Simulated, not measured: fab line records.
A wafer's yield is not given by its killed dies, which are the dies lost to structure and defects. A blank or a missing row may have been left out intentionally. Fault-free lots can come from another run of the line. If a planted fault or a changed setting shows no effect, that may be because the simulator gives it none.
A struck lot beside a sound one    flow nand_harc    18 out of 1159 route steps
Sound: the wafers L561.1, L561.4, L561.6. Struck: wafer L572.3 (left out: L572.1, L572.6 of the same lot, which were not struck); the cause appears at the end.
At each step with rows: each side's tool, then ch and its chambers, then its first start. Under that, the readings that differ: sound wafers    struck wafers    difference of the means    sigmas: that difference in standard deviations of wafers without a fault.
alike: a reading whose means differ by less than 2 such deviations, as well as words and numbers matching on both sides. not compared: withheld readings; readings where some wafer has no value; bounds like >300 that might hide an equal value; numbers whose values overlap and for which the record gives no deviation.
Wherever a step has rows on one side only, a row that says differs or no value, or a row with sigmas, the two part there. Numbers that don't overlap but have no deviation are shown without sigmas and don't part them. Lack of a reading on every wafer of one side parts them only where that side has two or more wafers.

first, 3 steps without rows for these wafers: NHARC_A_BONDPAD_HARDBAKE_10 (time 65 s); NHARC_A_BONDPAD_DESCUM_11 (chemistry O2, time 3 s); NHARC_A_BONDPAD_ETCH_34 (etches the open film in N2/H2, target depth 60 nm, overetch 18 nm, time 65.91 s).
NHARC_A_BONDPAD_ETCH_12: etches the open film in CHF3/O2, target depth 220 nm, time 110 s.
  sound: rie_diel-13 ch 0,1,3; struck: rie_diel-07 ch 3
reading                 sound                 struck  difference  sigmas
oes_product_au (a.u.)   0.925 0.923 0.914     0.980   +0.059      +2
throttle_valve_pct (%)  20.574 20.573 20.563  20.589  +0.019      +2
  alike: drypump_motor_current_A, rf_vpp_V, showerhead_plenum_p_Torr
  not compared: rf_hours_counter_h
NHARC_A_BONDPAD_CD_MEAS_13:
  sound on cd_sem-02 at day 18 13:50; struck on cd_sem-01 at day 20 19:04
  alike: cd_nm
NHARC_A_BONDPAD_STRIP_15: strips in O2.
  sound on rie_diel-13 ch 0,1,2, day 18 13:56; struck on rie_diel-07 ch 1, day 20 19:09
reading       sound           struck  difference  sigmas
rf_vpp_V (V)  55.7 57.3 59.1  59.2    +1.8        +2
  alike: drypump_motor_current_A, oes_product_au, showerhead_plenum_p_Torr, throttle_valve_pct
  not compared: rf_hours_counter_h
then, 2 steps without rows for these wafers: NHARC_A_BONDPAD_ETCH_24 (etches the open film in CF4/N2, target depth 30 nm, time 72.99 s); NHARC_A_BONDPAD_STRIP_16 (strips in post etch residue remover, time 600 s).
NHARC_A_BONDPAD_DEGAS_25: time 60 s.
  sound on pvd_sputter-01 at day 18 14:28; struck on pvd_sputter-03 at day 20 19:43
  alike: heater_power_w
NHARC_A_BONDPAD_PRE_CLEAN_26: time 30 s.
  sound on pvd_sputter-01; struck on pvd_sputter-03
  alike: heater_power_w
then, 1 step without rows for these wafers: NHARC_A_BONDPAD_PVD_17 (deposits TaN, target thk 5 nm, time 8.06 s).
NHARC_A_BONDPAD_PVD_27: deposits Cu, target thk 30 nm, time 20.49 s.
  sound on pvd_sputter-01; struck on pvd_sputter-03
  alike: throttle_valve_pct
NHARC_A_BONDPAD_ECD_18: material Cu, target thk 400 nm.
  sound on ecd_cu-02 ch 0,1, day 18 14:53; struck on ecd_cu-02 ch 1, day 20 20:04
  alike: bath_heat_duty_pct
then, 2 steps without rows for these wafers: NHARC_A_BONDPAD_ANNEAL_28 (time 90 s); NHARC_A_BONDPAD_CMP_19 (polishes, t overpolish 30 s, cu recess touch 16 s, target thk 169.8 nm).
NHARC_A_BONDPAD_THK_MEAS_20: measures by xrf.
  sound on film_metro-02 at day 18 15:53; struck on film_metro-02 at day 20 21:07
reading      sound              struck  difference  sigmas
thk_nm (nm)  166.6 169.2 169.2  111.5   -56.8       -41
then, 1 step without rows for these wafers: NHARC_A_BONDPAD_SRD_21 (time 30 s, dry time 20 s).
NHARC_END_SORT_01:
  sound on prober-02 ch 0, day 20 03:13; struck on prober-02 ch 0, day 22 05:05
reading                   sound           struck  difference  sigmas
defect_limited_yield (%)  96.0 96.3 96.2  0       -96         -69
killed_at_array           23 20 23        671     +649        +71
killed_dies               27 25 26        677     +651        +67
sort_bin_2_pct (%)        1.5 1.0 1.5     95.9    +94.6       +99 or more
sort_n_pass               650 652 651     0       -651        -67
sort_rim_yield_pct (%)    95 100 94       0       -96         -29
sort_yield_pct (%)        96.0 96.3 96.2  0       -96         -69
  alike: killed_at_other, killed_at_periphery, killed_open, killed_short, sort_bin_3_pct, sort_bin_4_pct

WHERE THEY PART
At NHARC_A_BONDPAD_ETCH_12 first; at NHARC_END_SORT_01 last (within this record only).

WHY: the cause the simulator had injected
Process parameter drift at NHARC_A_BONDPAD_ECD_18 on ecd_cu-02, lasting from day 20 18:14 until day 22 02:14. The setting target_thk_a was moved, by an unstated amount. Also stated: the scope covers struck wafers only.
